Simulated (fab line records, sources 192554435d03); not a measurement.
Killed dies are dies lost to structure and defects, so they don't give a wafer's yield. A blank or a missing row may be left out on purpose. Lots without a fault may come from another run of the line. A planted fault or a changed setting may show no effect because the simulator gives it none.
A struck lot beside a sound one | flow n5_finfet | 15 steps out of a route of 1938
Sound: wafers L476.1, L476.5, L476.6. Struck: wafers L487.3, L487.6. (L487.5 of the same lot was not struck and is left out.) The cause comes at the end.
At each step with rows: each side's tool, then ch and its chambers, then its first start. Under that, the readings that differ: sound wafers | struck wafers | difference of the means | sigmas: that difference in standard deviations of wafers without a fault.
alike: readings whose means differ by less than 2 such deviations, and words and numbers that are the same on both sides. not compared: withheld readings, readings that some wafer has no value for, bounds like >300 that may hide the same value, and numbers for which the record gives no deviation and whose values overlap.
The two part at a step that has a row with sigmas, a row that says differs or no value, or rows on one side only. Numbers that don't overlap but have no deviation are shown without sigmas and don't part them. A reading that every wafer of one side lacks parts them only if that side has two wafers or more.

first, 7 steps without rows for these wafers: N5_BEOL_M7_COAT_71 (time 60 s, resist thk 5 nm); N5_BEOL_M7_COAT_22 (resist thk 30 nm); N5_BEOL_M7_EBR_24; N5_BEOL_M7_SOFTBAKE_23 (time 60 s); N5_BEOL_M7_EXPOSE_25 (exposes mask V6, target cd 40 nm); N5_BEOL_M7_PEB_26 (peb time 60 s); N5_BEOL_M7_DEVELOP_27 (develop time 30 s).
N5_BEOL_M7_CD_MEAS_28: target cd 40 nm.
  sound on cd_sem-03 ch 0, day 10 18:29; struck on cd_sem-01 ch 0, day 13 19:35
  alike: cd_nm
N5_BEOL_M7_OVL_MEAS_29:
  sound on overlay-02 ch 0, day 10 18:31; struck on overlay-02 ch 0, day 13 19:37
  alike: V6_OVL
N5_BEOL_M7_INSPECT_30: inspects for defects (brightfield).
  sound on defect_inspect-01, day 10 18:34; struck on defect_inspect-02, day 13 19:40
  alike: raw_defect_count
N5_BEOL_M7_DESCUM_33: chemistry O2, time 7 s.
  sound on rie_diel-02 ch 0,2,3, day 10 18:49; struck on rie_diel-02 ch 1,2, day 13 19:43
  alike: drypump_motor_current_A, oes_product_au, rf_vpp_V, showerhead_plenum_p_Torr, throttle_valve_pct
  not compared: rf_hours_counter_h
N5_BEOL_M7_ETCH_72: etches underlayer in N2/H2, target depth 6.5 nm, time 5.2 s.
  sound on rie_diel-02 ch 0,2,3, day 10 18:50; struck on rie_diel-02 ch 1,2, day 13 19:44
  alike: drypump_motor_current_A, etch_rf_on_time_s, n2_flow_sccm, oes_product_au, rf_vpp_V, showerhead_plenum_p_Torr, throttle_valve_pct
  not compared: rf_hours_counter_h
N5_BEOL_M7_ETCH_65: etches SiARC in CF4, target depth 15.6 nm, time 26 s.
  sound on rie_diel-02 ch 0,2,3, day 10 18:52; struck on rie_diel-02 ch 1,2, day 13 19:46
  reading               | sound          | struck    | difference | sigmas
  etch_rf_on_time_s (s) | 25.1 26.6 25.7 | 17.8 17.6 | -8.1       | -17
  alike: drypump_motor_current_A, oes_product_au, rf_vpp_V, showerhead_plenum_p_Torr, throttle_valve_pct
  not compared: rf_hours_counter_h
N5_BEOL_M7_ETCH_66: etches SOC in N2/H2, target depth 80 nm, overetch 16 nm, time 120 s.
  sound on rie_diel-02 ch 0,2,3, day 10 18:53; struck on rie_diel-02 ch 1,2, day 13 19:47
  alike: drypump_motor_current_A, n2_flow_sccm, oes_product_au, rf_vpp_V, showerhead_plenum_p_Torr, throttle_valve_pct
  not compared: rf_hours_counter_h
N5_PASSIVATION_PROBE_49:
  the record has rows for the sound wafers here (prober-02, day 13 18:09) and none for the struck ones

WHERE THEY PART
First at N5_BEOL_M7_ETCH_65; last, within this record, at N5_PASSIVATION_PROBE_49.

WHY: what the simulator had put in
Process parameter drift: rie_diel-02, from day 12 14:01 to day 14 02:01, at N5_BEOL_M7_ETCH_65. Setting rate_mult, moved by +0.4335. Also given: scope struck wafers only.
